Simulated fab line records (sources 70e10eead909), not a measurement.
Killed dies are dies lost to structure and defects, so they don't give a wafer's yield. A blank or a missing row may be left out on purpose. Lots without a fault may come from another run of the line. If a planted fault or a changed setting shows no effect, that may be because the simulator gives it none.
fab line records + flow nandHarc
[record]
- lots = 12
- wafers = 36
- lastDay = 33
route steps=1302 shown A_M1@1200 A_BONDPAD@1219 END@1302
lots with no fault: from the same line, run without faults
startH: the number of hours between the record's first day and the start of the first shown wafer of the lot + waitH: hours since the lot's step before + " repeats the value in the row above + L1.1+2: one row covering several wafers at once + - either no value or no given start + * or withheld: withheld + < > ~ a bound
route shown NAME@n: NAME is a module with steps in the file, n the number in the route of the first one + usual: mean and standard deviation over wafers with no fault + same: alike in all rows + chamber/n: place in a boat + sites: readings site by site + _std_site: how widely they spread, as a standard deviation + _edge_site: inner sites' mean taken away from outer sites' mean + radiusMm: for every site, how far away it sits from the centre of the wafer + mask NAME#n: copy n + behind: tool/chamber where the wafer was last shaped + hold: the reason the lot was held/the length of the hold in hours/how it ended + device: transistor that didn't switch, given as n, p or np + end of line: the same wafers' tests at the end of the route + a step given without rows: its recipe and nothing more + killed: dies that structure and defects cost at the first sort, which is not the same as the wafer's yield + map: per-die view of a wafer (x killed, . not killed, _ where there is no die)
set.NAME: the setting that was run; set.NAME@STEP: the one run at that earlier step + model.NAME: the simulator's own value behind a step, which no gauge read
a sample of lots followed through the steps of the route, with each step as a table and each wafer as a row
services: a tool's chamber out of use, with start hour (startH, from the record's first day; less than 0 if before it), hours out, and reason
[[steps]]
[step NHARC_A_M1_PRE_CLEAN_32]
[recipe]
- timeS = 12
- tempC = 370
- rfPowerW = 300
- gas = NH3
[usual]
- heaterPowerOuterW = 402/59
- heaterPowerW = 692/100
| lot.wafer | tool     | chamber | startH | waitH | heaterPowerOuterW | heaterPowerW |
|-----------|----------|---------|--------|-------|-------------------|--------------|
| L579.1    | pecvd-01 | 0       | 533.41 | 0.1   | 408               | 746          |
| L579.2    | "        | 2       | "      | "     | 344               | 565          |
| L579.5    | "        | 2       | "      | "     | 349               | 568          |
| L580.1    | pecvd-03 | 0       | 546.31 | 0.1   | 392               | 697          |
| L580.3    | "        | 2       | "      | "     | 312               | 518          |
| L580.6    | "        | 0       | "      | "     | 400               | 678          |
| L582.1    | pecvd-01 | 1       | 551.96 | 0.1   | 506               | 839          |
| L582.3    | "        | 2       | "      | "     | 333               | 545          |
| L582.5    | "        | 0       | "      | "     | 378               | 703          |
| L583.2    | pecvd-01 | 2       | 562.45 | 0.1   | 332               | 549          |
| L583.1    | "        | 1       | "      | "     | 469               | 782          |
| L583.5    | "        | 1       | "      | "     | 467               | 798          |
| L585.1    | pecvd-01 | 0       | 581.54 | 0.2   | 380               | 660          |
| L585.3    | "        | 2       | "      | "     | 343               | 566          |
| L585.5    | "        | 0       | "      | "     | 375               | 694          |
| L584.1    | pecvd-02 | 1       | 581.77 | 0.1   | 525               | 859          |
| L584.2    | "        | 2       | "      | "     | 327               | 585          |
| L584.5    | "        | 2       | "      | "     | 321               | 569          |
| L587.2    | pecvd-01 | 0       | 624.33 | 0.1   | 401               | 713          |
| L587.4    | "        | 0       | "      | "     | 391               | 705          |
| L587.6    | "        | 2       | "      | "     | 350               | 575          |
| L588.2    | pecvd-03 | 0       | 649.30 | 0.1   | 401               | 672          |
| L588.1    | "        | 1       | "      | "     | 391               | 650          |
| L588.3    | "        | 2       | "      | "     | 353               | 586          |
| L597.1    | pecvd-02 | 1       | 708.32 | 0.1   | 500               | 846          |
| L597.5    | "        | 0       | "      | "     | 349               | 665          |
| L597.6    | "        | 1       | "      | "     | 513               | 830          |
| L599.2    | pecvd-01 | 1       | 724.13 | 0.1   | 516               | 877          |
| L599.4    | "        | 2       | "      | "     | 396               | 629          |
| L599.5    | "        | 0       | "      | "     | 424               | 763          |
| L600.3    | pecvd-02 | 1       | 745.80 | 0.1   | 491               | 814          |
| L600.6    | "        | 2       | "      | "     | 296               | 511          |
| L600.4    | "        | 0       | "      | "     | 342               | 638          |
| L602.1    | pecvd-03 | 0       | 756.79 | 0.1   | 418               | 724          |
| L602.2    | "        | 1       | "      | "     | 440               | 727          |
| L602.6    | "        | 0       | "      | "     | 424               | 730          |
[step NHARC_A_BONDPAD_ETCH_34]
[recipe]
- targetDepthA = 600
- overetchA = 180
- timeS = 65.91
- ionEnergyEv = 200
- n2FlowSccm = 150
- h2FlowSccm = 150
- arFlowSccm = 0
- rfW = 400
- biasW = 150
- chemistry = N2/H2
[usual]
- biasW = 150.0/0.44
- drypumpMotorCurrentA = 6.0/0.34
- oesProductAu = 0.999/0.0096
- rfVppV = 430.5/2.2
- runLengthS = 86.9/0.39
- showerheadPlenumPTorr = 2.04/0.077
- throttleValvePct = 14.171/0.0083
| lot.wafer | tool       | chamber | startH | waitH | biasW | drypumpMotorCurrentA | oesProductAu | rfHoursCounterH | rfVppV | runLengthS | showerheadPlenumPTorr | throttleValvePct |
|-----------|------------|---------|--------|-------|-------|----------------------|--------------|-----------------|--------|------------|-----------------------|------------------|
| L579.2    | rieDiel-02 | 2       | 535.58 | 0.1   | 149.9 | 5.2                  | 0.994        | 22              | 431.0  | 87.0       | 2.03                  | 14.181           |
| L579.1    | "          | 3       | "      | "     | 150.1 | 6.1                  | 0.995        | 24              | 428.1  | 86.9       | 1.97                  | 14.162           |
| L579.5    | "          | 1       | "      | "     | 149.3 | 6.2                  | 0.983        | -               | 431.9  | 86.9       | 2.15                  | 14.175           |
| L580.3    | rieDiel-06 | 1       | 548.46 | 0.1   | 149.9 | 6.3                  | 1.001        | 2               | 428.9  | 86.3       | 2.05                  | 14.183           |
| L580.1    | "          | 3       | "      | "     | 150.3 | 6.4                  | 1.001        | 2               | 429.0  | 87.5       | 1.96                  | 14.175           |
| L580.6    | "          | 1       | "      | "     | 149.3 | 6.2                  | 1.001        | -               | 431.5  | 86.8       | 2.05                  | 14.156           |
| L582.1    | rieDiel-06 | 3       | 554.14 | 0.1   | 150.0 | 6.4                  | 1.008        | 2               | 429.8  | 87.4       | 1.96                  | 14.180           |
| L582.3    | "          | 1       | "      | "     | 150.2 | 6.2                  | 1.002        | 2               | 431.9  | 86.5       | 2.05                  | 14.168           |
| L582.5    | "          | 0       | "      | "     | 151.0 | 6.1                  | 0.985        | -               | 433.3  | 87.2       | 2.15                  | 14.165           |
| L583.1    | rieDiel-06 | 3       | 564.49 | 0.1   | 149.9 | 6.4                  | 1.018        | 2               | 429.5  | 87.4       | 1.96                  | 14.158           |
| L583.2    | "          | 0       | "      | "     | 149.7 | 6.1                  | 0.997        | 2               | 433.5  | 86.8       | 2.15                  | 14.175           |
| L583.5    | "          | 1       | "      | "     | 150.8 | 6.2                  | 1.013        | -               | 431.0  | 86.3       | 2.05                  | 14.163           |
| L585.3    | rieDiel-06 | 1       | 583.70 | 0.1   | 150.5 | 6.3                  | 1.012        | 2               | 430.1  | 86.3       | 2.05                  | 14.182           |
| L585.1    | "          | 0       | "      | "     | 150.0 | 6.1                  | 0.990        | 2               | 432.4  | 86.8       | 2.15                  | 14.167           |
| L585.5    | "          | 2       | "      | "     | 150.1 | 5.9                  | 0.997        | -               | 430.9  | 86.4       | 2.03                  | 14.176           |
| L584.2    | rieDiel-06 | 2       | 583.93 | 0.1   | 150.0 | 5.9                  | 0.994        | 2               | 429.4  | 86.6       | 2.03                  | 14.151           |
| L584.1    | "          | 3       | "      | "     | 149.7 | 6.3                  | 1.020        | 3               | 428.6  | 87.2       | 1.96                  | 14.164           |
| L584.5    | "          | 3       | "      | "     | 150.0 | 6.4                  | 1.010        | -               | 428.2  | 87.5       | 1.96                  | 14.184           |
| L587.2    | rieDiel-02 | 0       | 626.41 | 0.1   | 150.0 | 5.8                  | 0.996        | 8               | 426.7  | 87.4       | 1.90                  | 14.165           |
| L587.4    | "          | 2       | "      | "     | 149.6 | 5.1                  | 0.996        | -               | 430.0  | 86.6       | 2.02                  | 14.176           |
| L587.6    | "          | 2       | "      | "     | 150.2 | 5.1                  | 0.999        | -               | 430.3  | 86.7       | 2.02                  | 14.165           |
| L588.2    | rieDiel-06 | 2       | 651.45 | 0.1   | 148.9 | 5.9                  | 0.994        | 4               | 430.9  | 87.1       | 2.03                  | 14.179           |
| L588.1    | "          | 3       | "      | "     | 149.9 | 6.4                  | 0.994        | 4               | 429.4  | 87.1       | 1.96                  | 14.175           |
| L588.3    | "          | 1       | "      | "     | 149.7 | 6.2                  | 1.018        | 4               | 430.4  | 86.7       | 2.05                  | 14.168           |
| L597.1    | rieDiel-06 | 0       | 710.47 | 0.1   | 149.5 | 6.0                  | 0.997        | 1               | 433.8  | 86.7       | 2.15                  | 14.162           |
| L597.6    | "          | 2       | "      | "     | 149.5 | 5.9                  | 1.014        | -               | 429.6  | 86.7       | 2.03                  | 14.181           |
| L597.5    | "          | 0       | "      | "     | 149.0 | 6.1                  | 0.994        | -               | 434.4  | 86.8       | 2.15                  | 14.161           |
| L599.2    | rieDiel-06 | 3       | 726.14 | 0.1   | -     | 6.4                  | 1.009        | 1               | 427.4  | 69.0       | 1.96                  | 14.161           |
| L599.4    | "          | 0       | "      | "     | -     | 6.1                  | 0.986        | 1               | 434.5  | 68.9       | 2.15                  | 14.169           |
| L599.5    | "          | 3       | "      | "     | -     | 6.4                  | 0.990        | -               | 428.4  | 68.9       | 1.96                  | 14.165           |
| L600.3    | rieDiel-06 | 2       | 747.96 | 0.1   | -     | 5.9                  | 1.006        | 2               | 430.1  | 68.5       | 2.03                  | 14.172           |
| L600.4    | "          | 3       | "      | "     | -     | 6.4                  | 1.006        | 1               | 427.0  | 69.2       | 1.96                  | 14.180           |
| L600.6    | "          | 2       | "      | "     | -     | 5.9                  | 1.011        | -               | 431.5  | 68.3       | 2.03                  | 14.171           |
| L602.2    | rieDiel-03 | 3       | 758.94 | 0.1   | 149.5 | 5.6                  | 0.999        | 36              | 429.3  | 87.7       | 2.00                  | 14.168           |
| L602.1    | "          | 1       | "      | "     | 150.5 | 6.3                  | 1.004        | 34              | 434.4  | 86.7       | 2.21                  | 14.160           |
| L602.6    | "          | 2       | "      | "     | 150.1 | 5.7                  | 1.009        | -               | 434.6  | 87.6       | 2.18                  | 14.165           |
[step NHARC_A_BONDPAD_PVD_27]
[recipe]
- targetThkA = 300
- chamberPressurePa = 5
- powerW = 5000
- substrateTempC = 30
- timeS = 20.49
- material = Cu
[usual]
- cathodeDcPowerW = 5000.0/0.88
- throttleValvePct = 30.2/1.4
| lot.wafer | tool          | chamber | startH | waitH | cathodeDcPowerW | throttleValvePct |
|-----------|---------------|---------|--------|-------|-----------------|------------------|
| L579.1    | pvdSputter-01 | -       | -      | -     | 4998.9          | 30.8             |
| L579.2    | "             | -       | "      | "     | 4999.5          | 31.1             |
| L579.5    | "             | -       | "      | "     | 5000.4          | 30.3             |
| L580.1    | pvdSputter-01 | -       | -      | -     | 5000.1          | 30.6             |
| L580.3    | "             | -       | "      | "     | 5001.0          | 30.2             |
| L580.6    | "             | -       | "      | "     | 4999.2          | 30.1             |
| L582.1    | pvdSputter-03 | -       | -      | -     | 5000.9          | 30.1             |
| L582.3    | "             | -       | "      | "     | 4999.5          | 27.1             |
| L582.5    | "             | -       | "      | "     | 5000.5          | 30.4             |
| L583.2    | pvdSputter-03 | -       | -      | -     | 4999.5          | 27.1             |
| L583.1    | "             | -       | "      | "     | 5000.2          | 30.6             |
| L583.5    | "             | -       | "      | "     | 5000.9          | 27.1             |
| L585.3    | pvdSputter-03 | -       | -      | -     | 5000.2          | 27.0             |
| L585.1    | "             | -       | "      | "     | 4998.5          | 30.7             |
| L585.5    | "             | -       | "      | "     | 4999.4          | 27.1             |
| L584.1    | pvdSputter-03 | -       | -      | -     | 5000.4          | 30.6             |
| L584.2    | "             | -       | "      | "     | 5001.5          | 31.5             |
| L584.5    | "             | -       | "      | "     | 5000.2          | 30.5             |
| L587.2    | pvdSputter-03 | -       | -      | -     | 4999.5          | 30.2             |
| L587.4    | "             | -       | "      | "     | 4998.8          | 31.7             |
| L587.6    | "             | -       | "      | "     | 4999.5          | 30.3             |
| L588.1    | pvdSputter-03 | -       | -      | -     | 5001.2          | 30.7             |
| L588.2    | "             | -       | "      | "     | 4999.2          | 30.1             |
| L588.3    | "             | -       | "      | "     | 5000.2          | 27.0             |
| L597.1    | pvdSputter-02 | -       | -      | -     | 4999.6          | 30.8             |
| L597.5    | "             | -       | "      | "     | 4998.6          | 30.8             |
| L597.6    | "             | -       | "      | "     | 4999.9          | 32.6             |
| L599.2    | pvdSputter-02 | -       | -      | -     | 5001.2          | 30.3             |
| L599.4    | "             | -       | "      | "     | 5000.3          | 30.9             |
| L599.5    | "             | -       | "      | "     | 5001.2          | 30.2             |
| L600.3    | pvdSputter-03 | -       | -      | -     | 4999.3          | 32.1             |
| L600.4    | "             | -       | "      | "     | 5000.4          | 29.9             |
| L600.6    | "             | -       | "      | "     | 4998.9          | 32.0             |
| L602.2    | pvdSputter-03 | -       | -      | -     | 5001.0          | 31.9             |
| L602.1    | "             | -       | "      | "     | 5001.8          | 30.1             |
| L602.6    | "             | -       | "      | "     | 5000.1          | 28.1             |
[step NHARC_A_BONDPAD_ANNEAL_28]
[recipe]
- tempC = 225
- timeS = 90
[usual]
- wafer_temp_C_max = 226.1/0.42
| lot.wafer | tool         | chamber | startH | waitH | wafer_temp_C_max |
|-----------|--------------|---------|--------|-------|------------------|
| L579.1    | rtpAnneal-02 | 0       | 537.17 | 0.3   | 226.4            |
| L579.2    | "            | 0       | "      | "     | 226.6            |
| L579.5    | "            | 0       | "      | "     | 226.3            |
| L580.1    | rtpAnneal-01 | 0       | 550.06 | 0.3   | 226.0            |
| L580.3    | "            | 0       | "      | "     | 225.8            |
| L580.6    | "            | 0       | "      | "     | 225.5            |
| L582.1    | rtpAnneal-02 | 0       | 555.74 | -     | 226.6            |
| L582.3    | "            | 0       | "      | "     | 226.4            |
| L582.5    | "            | 0       | "      | "     | 226.8            |
| L583.1    | rtpAnneal-02 | 0       | 566.06 | 0.3   | 226.4            |
| L583.2    | "            | 0       | "      | "     | 226.4            |
| L583.5    | "            | 0       | "      | "     | 226.6            |
| L585.1    | rtpAnneal-01 | 0       | 585.29 | 0.3   | 225.8            |
| L585.3    | "            | 0       | "      | "     | 225.9            |
| L585.5    | "            | 0       | "      | "     | 225.8            |
| L584.1    | rtpAnneal-02 | 0       | 585.63 | 0.3   | 226.7            |
| L584.2    | "            | 0       | "      | "     | 226.4            |
| L584.5    | "            | 0       | "      | "     | 226.0            |
| L587.2    | rtpAnneal-01 | 0       | 628.28 | -     | 226.1            |
| L587.4    | "            | 0       | "      | "     | 226.0            |
| L587.6    | "            | 0       | "      | "     | 226.1            |
| L588.1    | rtpAnneal-01 | 0       | 653.05 | 0.3   | 226.3            |
| L588.2    | "            | 0       | "      | "     | 226.0            |
| L588.3    | "            | 0       | "      | "     | 225.6            |
| L597.1    | rtpAnneal-02 | 0       | 712.12 | -     | 226.6            |
| L597.5    | "            | 0       | "      | "     | 226.7            |
| L597.6    | "            | 0       | "      | "     | 226.5            |
| L599.2    | rtpAnneal-01 | 0       | 727.81 | 0.4   | 225.7            |
| L599.4    | "            | 0       | "      | "     | 225.8            |
| L599.5    | "            | 0       | "      | "     | 225.9            |
| L600.3    | rtpAnneal-01 | 0       | 749.66 | 0.3   | 225.7            |
| L600.4    | "            | 0       | "      | "     | 225.8            |
| L600.6    | "            | 0       | "      | "     | 226.2            |
| L602.1    | rtpAnneal-01 | 0       | 760.53 | 0.3   | 225.8            |
| L602.2    | "            | 0       | "      | "     | 225.7            |
| L602.6    | "            | 0       | "      | "     | 225.5            |
[step NHARC_END_SORT_01]
[recipe]
- tempC = 25
[usual]
- defectLimitedYield = 90.6/2.3
- killedAtArray = 59/16
- killedAtOther = 0.8/1.1
- killedAtPeriphery = 3.6/2.4
- killedDies = 64/16
- killedOpen = 3.4/1.8
- killedShort = 2.5/1.6
[same]
- grossDies = 677
| lot.wafer | tool      | chamber | startH | waitH | defectLimitedYield[%] | killedAtArray | killedAtOther | killedAtPeriphery | killedDies | killedOpen | killedShort |
|-----------|-----------|---------|--------|-------|-----------------------|---------------|---------------|-------------------|------------|------------|-------------|
| L599.4    | prober-01 | 0       | 765.85 | 3.4   | 90.5                  | 63            | 0             | 1                 | 64         | 5          | 3           |
// killed by level:class
L599.4 A_CHANNEL_HOLE_D2:chamberFilmFlake=27 A_CHANNEL_HOLE_D1:chamberFilmFlake=18 A_STAIRCASE:chamberFilmFlake=5 A_WL_FILL:geometricParticle:short=2 A_M0:geometricParticle:open=2 A_SLIT:chamberFilmFlake=2 A_CONTACT:chamberFilmFlake=2 P_M0:geometricParticle:open=1
[[services]]
| tool          | chamber | startH | hours | kind   |
|---------------|---------|--------|-------|--------|
| rieDiel-06    | 0       | 514.63 | 9.6   | repair |
| rieDiel-06    | -       | 515.45 | 0.4   | repair |
| pvdSputter-03 | -       | 536.95 | 10.0  | pm     |
| pecvd-03      | -       | 547.61 | 13.0  | pm     |
| rieDiel-02    | -       | 570.71 | 9.0   | pm     |
| pvdSputter-01 | -       | 582.00 | 10.0  | pm     |
| pecvd-02      | -       | 589.24 | 13.0  | pm     |
| pvdSputter-03 | -       | 589.74 | 2.0   | repair |
| pvdSputter-01 | -       | 596.58 | 5.6   | repair |
| pecvd-03      | 1       | 603.37 | 4.4   | repair |
| pvdSputter-01 | -       | 606.95 | 2.5   | repair |
| rieDiel-02    | 1       | 619.88 | 12.7  | repair |
| rieDiel-06    | -       | 661.20 | 9.0   | pm     |
| pecvd-01      | -       | 674.85 | 13.0  | pm     |
| pecvd-02      | 2       | 677.53 | 22.7  | repair |
| pecvd-03      | -       | 688.60 | 0.3   | repair |
| pecvd-01      | 2       | 689.93 | 17.6  | repair |
| rieDiel-06    | 3       | 702.46 | 14.0  | repair |
| pvdSputter-03 | -       | 714.98 | 10.0  | pm     |
| pecvd-03      | -       | 728.61 | 13.0  | pm     |
| rieDiel-06    | 1       | 739.51 | 6.2   | repair |
| rtpAnneal-02  | -       | 744.00 | 12.0  | pm     |
| rieDiel-06    | -       | 751.17 | 0.6   | repair |
| pecvd-02      | 2       | 760.74 | 14.6  | repair |
[[key]]
[firstSign]
- step = NHARC_A_BONDPAD_ETCH_34
- reading = runLengthS
- direction = down
- sigmas = 47
- usual = *
- struck = *
effect none on later readings
metAt NHARC_A_BONDPAD_ETCH_34
struckLots L599,L600
notActingAt NHARC_A_M1_PRE_CLEAN_32,NHARC_A_BONDPAD_PVD_27,NHARC_A_BONDPAD_ANNEAL_28
onsetBetween 710.47 726.14
[fault]
- kind = processParameterDrift
- tool = rieDiel-06
- chamber = -
- onsetH = 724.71
- steps = NHARC_A_BONDPAD_ETCH_34
- channel = timeS
- offset = *
- shape = step
- endH = 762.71
- actsIn = *
- stated = *
